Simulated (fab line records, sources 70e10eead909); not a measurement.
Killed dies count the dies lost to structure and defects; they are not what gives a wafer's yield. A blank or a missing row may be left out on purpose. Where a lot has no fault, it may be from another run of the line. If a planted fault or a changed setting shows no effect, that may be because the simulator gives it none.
Chamber matching | flow nand harc | NHARC_P_M1_CMP_23 on cmp-01 has 4 sister chambers
The step polishes, t overpolish 20 s, target thk 157.82 nm. 7 wafers are shown with their chamber, then 9 later ones without.

== WAFERS WITH THEIR CHAMBER ==
wafer  | chamber | time to endpoint s (s) | motor current A (A)
L074.5 | 1       | 25                     | 12.4
L075.4 | 0       | 28                     | 10.8
L079.4 | 0       | 28                     | 10.4
L084.5 | 2       | 23                     | 12.0
L089.2 | 3       | 30                     | 11.6
L089.3 | 2       | 21                     | 11.9
L089.5 | 3       | 30                     | 11.0

== WAFERS MISSING THEIR CHAMBER ==
wafer  | time to endpoint s (s) | motor current A (A)
L090.2 | 30                     | 12.9
L090.3 | 24                     | 12.5
L090.4 | 25                     | 12.2
L095.3 | 28                     | 11.4
L095.5 | 21                     | 12.9
L095.6 | 26                     | 11.4
L096.1 | 25                     | 10.8
L096.2 | 23                     | 12.4
L096.5 | 28                     | 11.3

== WHICH CHAMBER EACH WENT THROUGH ==
wafer  | from the rows above               | in truth
L090.2 | can't be placed: 3 or 1           | 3
L090.3 | can't be placed: 1 or 2           | 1
L090.4 | 1                                 | 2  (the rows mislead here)
L095.3 | can't be placed: 3 or 0           | 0
L095.5 | can't be placed: 2 or 1           | 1
L095.6 | can't be placed: 1 or 0 or 3 or 2 | 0
L096.1 | can't be placed: 0 or 2 or 1      | 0
L096.2 | can't be placed: 2 or 1           | 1
L096.5 | can't be placed: 0 or 3           | 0
Placed correctly: 0 of 9. These rows do not allow placing 8 (true chamber among the candidates in 8). 1 placed wrongly.
How it was worked out, from the rows above alone: a wafer's distance from a chamber is the root of the sum, over the readings, of the square of ((its reading less the chamber's mean) divided by the reading's scatter). If the next closest chamber is less than 2 further off than the closest, the wafer can't be placed; otherwise it belongs to the closest. Each chamber's mean is taken over the wafers shown for it. The scatter: take each reading less its chamber's mean, square it, sum over the shown wafers, divide by the number of wafers less the number of chambers, and take the root.
